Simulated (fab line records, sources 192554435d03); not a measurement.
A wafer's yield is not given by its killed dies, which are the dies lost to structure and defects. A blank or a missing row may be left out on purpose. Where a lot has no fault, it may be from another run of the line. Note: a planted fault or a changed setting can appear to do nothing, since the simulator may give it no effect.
A lot that was struck, set against a sound lot + flow n5_finfet + 15 steps out of a route of 1938
Sound: these wafers, L681.2, L681.3, L681.6. Wafers struck: L685.1, L685.4, L685.6. The cause is given at the end.
Per side, at each step with rows, come the tool, then ch with its chambers, and then its first start. Under that, the readings that differ: sound wafers + struck wafers + difference of the means + sigmas: that difference in standard deviations of wafers without a fault.
alike: readings with means less than 2 such deviations apart, plus words and numbers identical on both sides. not compared: withheld readings, readings lacking a value on some wafer, bounds such as >300 that could conceal the same value, and numbers that have no deviation in the record and whose values overlap.
The two part at a step that has a row with sigmas, a row that says differs or no value, or rows on one side only. When numbers do not overlap yet have no deviation, they are printed without sigmas and do not part them. Lack of a reading on every wafer of one side parts them only where that side has two or more wafers.

first, 1 step without rows for these wafers: N5_BEOL_M11_DEVELOP_10 (develop time 30 s).
N5_BEOL_M11_CD_MEAS_11: target cd 64.1 nm.
  sound on cd_sem-01 ch 0, day 13 16:38; struck on cd_sem-01 ch 0, day 14 10:14
  alike: cd_nm
N5_BEOL_M11_OVL_MEAS_12:
  sound on overlay-01 ch 0, day 13 16:40; struck on overlay-01 ch 0, day 14 10:16
  alike: M11_OVL
N5_BEOL_M11_INSPECT_13: inspects for defects (brightfield).
  sound on defect_inspect-01 at day 13 16:42; struck on defect_inspect-02 at day 14 10:17
  alike: raw_defect_count
N5_BEOL_M11_DESCUM_16: chemistry O2, time 7.9 s.
  sound on rie_diel-05 ch 1,3, day 13 17:01; struck on rie_diel-02 ch 0,2, day 14 10:26
  alike: drypump_motor_current_A, o2_flow_sccm, oes_product_au, rf_vpp_V, showerhead_plenum_p_Torr, throttle_valve_pct
  not compared: rf_hours_counter_h
N5_BEOL_M11_ETCH_61: etches SiARC in CF4, target depth 39 nm, time 65 s.
  sound on rie_diel-05 ch 1,3, day 13 17:02; struck on rie_diel-02 ch 0,2, day 14 10:29
  alike: drypump_motor_current_A, etch_rf_on_time_s, oes_product_au, rf_vpp_V, showerhead_plenum_p_Torr, throttle_valve_pct
  not compared: rf_hours_counter_h
N5_BEOL_M11_ETCH_62: etches SOC in N2/H2, target depth 110 nm, overetch 22 nm, time 165 s.
  sound on rie_diel-05 ch 1,3, day 13 17:05; struck on rie_diel-02 ch 0,2, day 14 10:32
  alike: drypump_motor_current_A, oes_product_au, rf_vpp_V, showerhead_plenum_p_Torr, throttle_valve_pct
  not compared: rf_hours_counter_h
then, 1 step without rows for these wafers: N5_BEOL_M11_STRIP_68 (strips in N2/H2).
N5_BEOL_M11_STRIP_67: strips in CF4.
  sound on rie_diel-05 ch 1,3, day 13 17:14; struck on rie_diel-02 ch 0,2, day 14 10:40
| reading               | sound          | struck         | difference | sigmas |
|-----------------------|----------------|----------------|------------|--------|
| oes_product_au (a.u.) | 0.84 0.82 0.84 | 0.70 0.71 0.71 | -0.13      | -2     |
  alike: drypump_motor_current_A, rf_vpp_V, showerhead_plenum_p_Torr, throttle_valve_pct
  not compared: rf_hours_counter_h
N5_BEOL_M11_HM_OPEN_17: chemistry Cl2/BCl3, target TiN, target depth 20 nm, overetch 6 nm.
  sound on rie_metal-03 ch 0,1, day 13 17:17; struck on rie_metal-02 ch 0,1, day 14 10:43
  alike: drypump_motor_current_A, oes_product_au, throttle_valve_pct
  not compared: rf_hours_counter_h
then, 1 step without rows for these wafers: N5_BEOL_M11_STRIP_19 (strips in O2).
N5_BEOL_M11_CD_MEAS_18: pitch 140 nm, target cd 70 nm.
  sound on cd_sem-02 at day 13 17:35; struck on cd_sem-01 at day 14 10:54
  alike: cd_nm
N5_BEOL_M11_COAT_63: time 60 s, resist thk 100 nm.
  sound on litho_track-02 ch 0, day 13 17:38; struck on litho_track-02 ch 0, day 14 12:09
| reading                  | sound                | struck               | difference | sigmas |
|--------------------------|----------------------|----------------------|------------|--------|
| heater_power_total_W (W) | 501.3 501.7 502.5    | 515.4 512.2 517.5    | +13.2      | +7     |
| plate_temp_C (C)         | 250.19 250.13 249.93 | 255.85 256.05 256.08 | +5.91      | +39    |
  alike: dispense_pressure_kPa
then, 1 step without rows for these wafers: N5_BEOL_M11_COAT_64 (time 60 s, resist thk 30 nm).
N5_PASSIVATION_PROBE_49:
  sound on prober-01 at day 15 18:49; struck on prober-01 at day 16 11:56
  alike: defect_limited_yield, killed_at_M0_to_M3, killed_at_M4_up, killed_at_contacts, killed_at_front_end, killed_at_other, killed_dies, killed_open, killed_short, sort_bin_5_function, sort_bin_6_memory, sort_bin_8_speed, sort_n_pass, sort_yield_pct

WHERE THEY PART
Earliest at N5_BEOL_M11_STRIP_67; latest, in this record, at N5_BEOL_M11_COAT_63. Later steps at which nothing parts them and some readings are alike: N5_PASSIVATION_PROBE_49.

WHY: the cause the simulator had injected
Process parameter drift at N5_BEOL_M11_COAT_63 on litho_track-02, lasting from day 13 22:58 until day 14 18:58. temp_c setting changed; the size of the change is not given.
